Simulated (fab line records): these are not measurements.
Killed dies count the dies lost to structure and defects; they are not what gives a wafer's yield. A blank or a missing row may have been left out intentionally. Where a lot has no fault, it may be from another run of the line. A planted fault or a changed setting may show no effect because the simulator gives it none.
fab line records ; flow nand_harc
[record] lots = 6; wafers = 18; last_day = 25
route steps=1159 shown A_SOURCE_PLATE@414 A_ONON_D1@424 END@1159
lots that met no fault: taken from a fault-free run of the same line
start_h: hours from the record's first day to the start of the lot's first wafer shown ; wait_h: hours since the lot's step before ; " same as the row above ; L1.1+2: one row covering several wafers at once ; - no value present, or no start provided ; * or withheld: withheld ; < > ~ a bound
route shown NAME@n: a module of which the file shows steps, and the number in the route of the first ; usual: the fault-free wafers' mean and standard deviation ; same: alike in all rows ; chamber/n: place in a boat ; sites: each site's reading ; _std_site: their standard deviation ; _edge_site: inner sites' mean taken away from outer sites' mean ; radius_mm: for every site, how far away it sits from the centre of the wafer ; mask NAME#n: copy n ; behind: the tool/chamber that last shaped the wafer ; hold: the reason the lot was held/the length of the hold in hours/how it ended ; device: the transistor (n, p or np) that didn't switch ; end of line: tests of these same wafers at the route's end ; a step with no rows: only its recipe ; killed: dies lost to structure and defects at the first sort, not the wafer's yield ; map: a wafer's dies, marking killed ones x, the rest . and places with no die _
set.NAME: setting as actually run; set.NAME@STEP: the setting as run at that earlier step ; model.NAME: the simulator's own value behind a step, which no gauge read
lots at some steps of the route; a table a step, a row a wafer
services: when a tool's chamber went out of use (start_h, in hours from the record's first day, below 0 if earlier), for how many hours, and the reason
[[steps]]
[step NHARC_A_SOURCE_PLATE_SRD_01]
[step NHARC_A_SOURCE_PLATE_OXIDE_02]
[recipe] target_thk_a = 100; temp_c = 900; ox_time_s = 1362; material = SiO2
[step NHARC_A_SOURCE_PLATE_THK_MEAS_09]
[recipe] thk_meas_gauge = ellipsometry
[usual] thk_nm = 9.7/1
lot.wafer;tool;chamber;start_h;wait_h;thk_nm
L272.2;film_metro-02;-;197.07;0.4;9.9
L272.5;film_metro-02;-;197.07;0.4;9.9
L272.6;film_metro-02;-;197.07;0.4;9.0
L277.1;film_metro-01;-;237.09;0.4;9.3
L277.2;film_metro-01;-;237.09;0.4;9.9
L277.4;film_metro-01;-;237.09;0.4;10.6
L281.2;film_metro-01;-;254.01;0.4;10.3
L281.4;film_metro-01;-;254.01;0.4;11.0
L281.6;film_metro-01;-;254.01;0.4;10.0
L283.2;film_metro-02;-;277.83;0.4;9.5
L283.4;film_metro-02;-;277.83;0.4;10.3
L283.6;film_metro-02;-;277.83;0.4;9.9
L285.3;film_metro-01;-;277.83;0.4;10.8
L285.4;film_metro-01;-;277.83;0.4;8.9
L285.5;film_metro-01;-;277.83;0.4;8.3
L284.1;film_metro-02;-;283.92;0.4;11.3
L284.3;film_metro-02;-;283.92;0.4;9.6
L284.6;film_metro-02;-;283.92;0.4;11.4
[step NHARC_A_SOURCE_PLATE_PVD_04]
[recipe] target_thk_a = 500; material = WSi2
[step NHARC_A_SOURCE_PLATE_CVD_03]
[recipe] target_thk_a = 2000; temp_c = 620; pressure_mtorr = 200; time_s = 4000; material = poly-Si
[step NHARC_A_SOURCE_PLATE_ANNEAL_05]
[recipe] temp_c = 850; time_s = 1800
[step NHARC_A_SOURCE_PLATE_THK_MEAS_06]
[recipe] thk_meas_gauge = ellipsometry
[usual] thk_nm = 200.6/2.1
lot.wafer;tool;chamber;start_h;wait_h;thk_nm
L272.2;film_metro-02;-;210.90;0.4;203.1
L272.5;film_metro-02;-;210.90;0.4;201.5
L272.6;film_metro-02;-;210.90;0.4;200.0
L277.1;film_metro-01;-;250.24;0.4;199.5
L277.2;film_metro-01;-;250.24;0.4;201.9
L277.4;film_metro-01;-;250.24;0.4;201.2
L281.2;film_metro-02;-;267.36;0.4;197.8
L281.4;film_metro-02;-;267.36;0.4;199.2
L281.6;film_metro-02;-;267.36;0.4;197.4
L285.3;film_metro-02;-;291.01;0.4;201.0
L285.4;film_metro-02;-;291.01;0.4;199.8
L285.5;film_metro-02;-;291.01;0.4;202.9
L283.2;film_metro-01;-;291.01;0.4;199.8
L283.4;film_metro-01;-;291.01;0.4;199.9
L283.6;film_metro-01;-;291.01;0.4;197.6
L284.1;film_metro-01;-;300.94;0.4;201.6
L284.3;film_metro-01;-;300.94;0.4;202.3
L284.6;film_metro-01;-;300.94;0.4;201.2
[step NHARC_A_SOURCE_PLATE_INSPECT_08]
[usual] raw_defect_count = 59/23
lot.wafer;tool;chamber;start_h;wait_h;raw_defect_count
L272.2;defect_inspect-01;-;210.98;0.0;43
L272.5;defect_inspect-01;-;210.98;0.0;47
L272.6;defect_inspect-01;-;210.98;0.0;61
L277.1;defect_inspect-02;-;250.30;0.0;70
L277.2;defect_inspect-02;-;250.30;0.0;29
L277.4;defect_inspect-02;-;250.30;0.0;48
L281.2;defect_inspect-01;-;267.44;0.0;24
L281.4;defect_inspect-01;-;267.44;0.0;53
L281.6;defect_inspect-01;-;267.44;0.0;100
L285.3;defect_inspect-02;-;291.07;0.0;54
L285.4;defect_inspect-02;-;291.07;0.0;42
L285.5;defect_inspect-02;-;291.07;0.0;48
L283.2;defect_inspect-01;-;291.08;0.0;96
L283.4;defect_inspect-01;-;291.08;0.0;81
L283.6;defect_inspect-01;-;291.08;0.0;60
L284.1;defect_inspect-01;-;301.00;0.0;48
L284.3;defect_inspect-01;-;301.00;0.0;51
L284.6;defect_inspect-01;-;301.00;0.0;46
[step NHARC_A_ONON_D1_DEP_00]
[recipe] target_thk_a = 10000; n2_flow_sccm = 2750; n2o_flow_sccm = 2000; nh3_flow_sccm = 500; sih4_flow_sccm = 210; temp_c = 400
[step NHARC_A_ONON_D1_THK_MEAS_02]
[recipe] thk_meas_gauge = ellipsometry
[usual] thk_nm = 999/8.4
lot.wafer;tool;chamber;start_h;wait_h;thk_nm
L272.2;film_metro-01;-;211.56;-;1010
L272.5;film_metro-01;-;211.56;-;1012
L272.6;film_metro-01;-;211.56;-;1011
L277.1;film_metro-02;-;250.89;-;995
L277.2;film_metro-02;-;250.89;-;996
L277.4;film_metro-02;-;250.89;-;995
L281.2;film_metro-01;-;268.01;-;1003
L281.4;film_metro-01;-;268.01;-;1004
L281.6;film_metro-01;-;268.01;-;1005
L285.3;film_metro-01;-;291.65;-;996
L285.4;film_metro-01;-;291.65;-;996
L285.5;film_metro-01;-;291.65;-;996
L283.2;film_metro-02;-;291.65;-;997
L283.4;film_metro-02;-;291.65;-;999
L283.6;film_metro-02;-;291.65;-;1000
L284.1;film_metro-01;-;301.58;-;981
L284.3;film_metro-01;-;301.58;-;981
L284.6;film_metro-01;-;301.58;-;984
[step NHARC_A_ONON_D1_DEP_03]
[recipe] target_thk_a = 10000; n2_flow_sccm = 2750; n2o_flow_sccm = 2000; nh3_flow_sccm = 500; sih4_flow_sccm = 210; temp_c = 400
[usual] sih4_flow_sccm = 210.0/0.58
lot.wafer;tool;chamber;start_h;wait_h;sih4_flow_sccm
L272.2;pecvd_onon-01;0;211.68;0.1;211.0
L272.5;pecvd_onon-01;0;211.68;0.1;210.0
L272.6;pecvd_onon-01;0;211.68;0.1;210.1
L277.1;pecvd_onon-01;0;250.96;0.1;210.1
L277.2;pecvd_onon-01;0;250.96;0.1;208.3
L277.4;pecvd_onon-01;0;250.96;0.1;209.6
L281.2;pecvd_onon-02;0;268.13;0.1;210.7
L281.4;pecvd_onon-02;0;268.13;0.1;210.0
L281.6;pecvd_onon-02;0;268.13;0.1;210.7
L283.2;pecvd_onon-02;0;291.77;0.1;209.4
L283.4;pecvd_onon-02;0;291.77;0.1;209.8
L283.6;pecvd_onon-02;0;291.77;0.1;208.4
L285.3;pecvd_onon-01;0;291.82;0.2;209.3
L285.4;pecvd_onon-01;0;291.82;0.2;210.0
L285.5;pecvd_onon-01;0;291.82;0.2;209.5
L284.1;pecvd_onon-01;0;302.47;0.9;209.9
L284.3;pecvd_onon-01;0;302.47;0.9;210.1
L284.6;pecvd_onon-01;0;302.47;0.9;210.6
[step NHARC_A_ONON_D1_THK_MEAS_05]
[recipe] thk_meas_gauge = ellipsometry
[usual] thk_nm = 1001/13
lot.wafer;tool;chamber;start_h;wait_h;thk_nm
L272.2;film_metro-01;-;212.12;-;998
L272.5;film_metro-01;-;212.12;-;995
L272.6;film_metro-01;-;212.12;-;997
L277.1;film_metro-01;-;251.47;-;1015
L277.2;film_metro-01;-;251.47;-;1015
L277.4;film_metro-01;-;251.47;-;1016
L281.2;film_metro-01;-;268.58;-;979
L281.4;film_metro-01;-;268.58;-;980
L281.6;film_metro-01;-;268.58;-;1533
L285.3;film_metro-01;-;292.21;-;981
L285.4;film_metro-01;-;292.21;-;982
L285.5;film_metro-01;-;292.21;-;981
L283.2;film_metro-02;-;292.22;-;1004
L283.4;film_metro-02;-;292.22;-;1004
L283.6;film_metro-02;-;292.22;-;1557
L284.1;film_metro-02;-;302.99;-;1006
L284.3;film_metro-02;-;302.99;-;1006
L284.6;film_metro-02;-;302.99;-;1007
[step NHARC_A_ONON_D1_DEP_06]
[recipe] target_thk_a = 10000; n2_flow_sccm = 2750; n2o_flow_sccm = 2000; nh3_flow_sccm = 500; sih4_flow_sccm = 210; temp_c = 400
[step NHARC_END_SORT_01]
[recipe] temp_c = 25
[usual] killed_at_array = 28/11; killed_at_other = 0.7/1.1; killed_at_periphery = 2.9/2; killed_dies = 32/11; killed_open = 3.2/1.8; killed_short = 2.0/1.4
[same] gross_dies = 677
lot.wafer;tool;chamber;start_h;wait_h;killed_at_array;killed_at_other;killed_at_periphery;killed_dies;killed_open;killed_short
L281.6;prober-01;0;551.89;4.0;674;1;2;677;0;0
L283.6;prober-02;0;590.80;4.0;673;2;2;677;3;0
// killed by level:class
L281.6 A_ONON_D1:area_dep=660 A_CHANNEL_HOLE_D1:chamber_film_flake=6 A_CONTACT:chamber_film_flake=3 P_GATE:chamber_film_flake=2 A_STAIRCASE:chamber_film_flake=2 A_WL_FILL:chamber_film_flake=2 A_M0:chamber_film_flake=1 THIN_TSV:chamber_film_flake=1
L283.6 A_ONON_D1:area_dep=651 A_CHANNEL_HOLE_D1:chamber_film_flake=8 A_CONTACT:chamber_film_flake=4 A_STAIRCASE:chamber_film_flake=3 A_SLIT:chamber_film_flake=3 A_CHANNEL_FILL_D1:chamber_film_flake=2 THIN_TSV:chamber_film_flake=2 P_GATE:geometric_particle:open=1
// map L281.6 (x killed, . not)
____________x____________
_________xxxxxxx_________
_______xxxxxxxxxxx_______
______xxxxxxxxxxxxx______
_____xxxxxxxxxxxxxxx_____
____xxxxxxxxxxxxxxxxx____
____xxxxxxxxxxxxxxxxx____
___xxxxxxxxxxxxxxxxxxx___
___xxxxxxxxxxxxxxxxxxx___
__xxxxxxxxxxxxxxxxxxxxx__
__xxxxxxxxxxxxxxxxxxxxx__
_xxxxxxxxxxxxxxxxxxxxxxx_
_xxxxxxxxxxxxxxxxxxxxxxx_
_xxxxxxxxxxxxxxxxxxxxxxx_
_xxxxxxxxxxxxxxxxxxxxxxx_
_xxxxxxxxxxxxxxxxxxxxxxx_
xxxxxxxxxxxxxxxxxxxxxxxxx
xxxxxxxxxxxxxxxxxxxxxxxxx
xxxxxxxxxxxxxxxxxxxxxxxxx
xxxxxxxxxxxxxxxxxxxxxxxxx
xxxxxxxxxxxxxxxxxxxxxxxxx
_xxxxxxxxxxxxxxxxxxxxxxx_
_xxxxxxxxxxxxxxxxxxxxxxx_
_xxxxxxxxxxxxxxxxxxxxxxx_
_xxxxxxxxxxxxxxxxxxxxxxx_
_xxxxxxxxxxxxxxxxxxxxxxx_
__xxxxxxxxxxxxxxxxxxxxx__
__xxxxxxxxxxxxxxxxxxxxx__
___xxxxxxxxxxxxxxxxxxx___
___xxxxxxxxxxxxxxxxxxx___
____xxxxxxxxxxxxxxxxx____
____xxxxxxxxxxxxxxxxx____
_____xxxxxxxxxxxxxxx_____
______xxxxxxxxxxxxx______
_______xxxxxxxxxxx_______
_________xxxxxxx_________
____________x____________
// map L283.6 (x killed, . not)
____________x____________
_________xxxxxxx_________
_______xxxxxxxxxxx_______
______xxxxxxxxxxxxx______
_____xxxxxxxxxxxxxxx_____
____xxxxxxxxxxxxxxxxx____
____xxxxxxxxxxxxxxxxx____
___xxxxxxxxxxxxxxxxxxx___
___xxxxxxxxxxxxxxxxxxx___
__xxxxxxxxxxxxxxxxxxxxx__
__xxxxxxxxxxxxxxxxxxxxx__
_xxxxxxxxxxxxxxxxxxxxxxx_
_xxxxxxxxxxxxxxxxxxxxxxx_
_xxxxxxxxxxxxxxxxxxxxxxx_
_xxxxxxxxxxxxxxxxxxxxxxx_
_xxxxxxxxxxxxxxxxxxxxxxx_
xxxxxxxxxxxxxxxxxxxxxxxxx
xxxxxxxxxxxxxxxxxxxxxxxxx
xxxxxxxxxxxxxxxxxxxxxxxxx
xxxxxxxxxxxxxxxxxxxxxxxxx
xxxxxxxxxxxxxxxxxxxxxxxxx
_xxxxxxxxxxxxxxxxxxxxxxx_
_xxxxxxxxxxxxxxxxxxxxxxx_
_xxxxxxxxxxxxxxxxxxxxxxx_
_xxxxxxxxxxxxxxxxxxxxxxx_
_xxxxxxxxxxxxxxxxxxxxxxx_
__xxxxxxxxxxxxxxxxxxxxx__
__xxxxxxxxxxxxxxxxxxxxx__
___xxxxxxxxxxxxxxxxxxx___
___xxxxxxxxxxxxxxxxxxx___
____xxxxxxxxxxxxxxxxx____
____xxxxxxxxxxxxxxxxx____
_____xxxxxxxxxxxxxxx_____
______xxxxxxxxxxxxx______
_______xxxxxxxxxxx_______
_________xxxxxxx_________
____________x____________
[[services]]
tool;chamber;start_h;hours;kind
pecvd_onon-01;-;195.00;13.0;pm
pecvd_onon-02;-;289.50;0.5;repair
pecvd_onon-02;-;292.62;13.0;pm
[[key]]
[first_sign] step = NHARC_A_ONON_D1_THK_MEAS_05; reading = thk_nm; direction = up; sigmas = 42; usual = 1001; struck = 1545
[effect] step = NHARC_END_SORT_01; reading = killed_at_array; direction = up; sigmas = 59; usual = 28; struck = 674
[more_kills_born_at] NHARC_A_ONON_D1_DEP_03@pecvd_onon-02 = 1311
met_at NHARC_A_ONON_D1_DEP_03
struck_wafers L281.6,L283.6
later_rows_left_out L281.6,L283.6
tester_left_out L281,L283
[fault] kind = process_parameter_drift; tool = pecvd_onon-02; chamber = -; onset_h = 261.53; steps = NHARC_A_ONON_D1_DEP_03; channel = target_thk_a; offset = *; shape = step; end_h = 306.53; scope = struck_wafers_only; acts_in = *; stated = *
// tester_left_out: of these lots the tester's yield and bins aren't shown, on N5 and GAA mostly nor the transistor test; their killed dies are dies lost to structure and defects alone, not to doping, threshold or leakage, so they don't give the yield
// later_rows_left_out: the simulator's readings of these wafers behind a module that went badly wrong aren't trusted and aren't shown, but for the sort
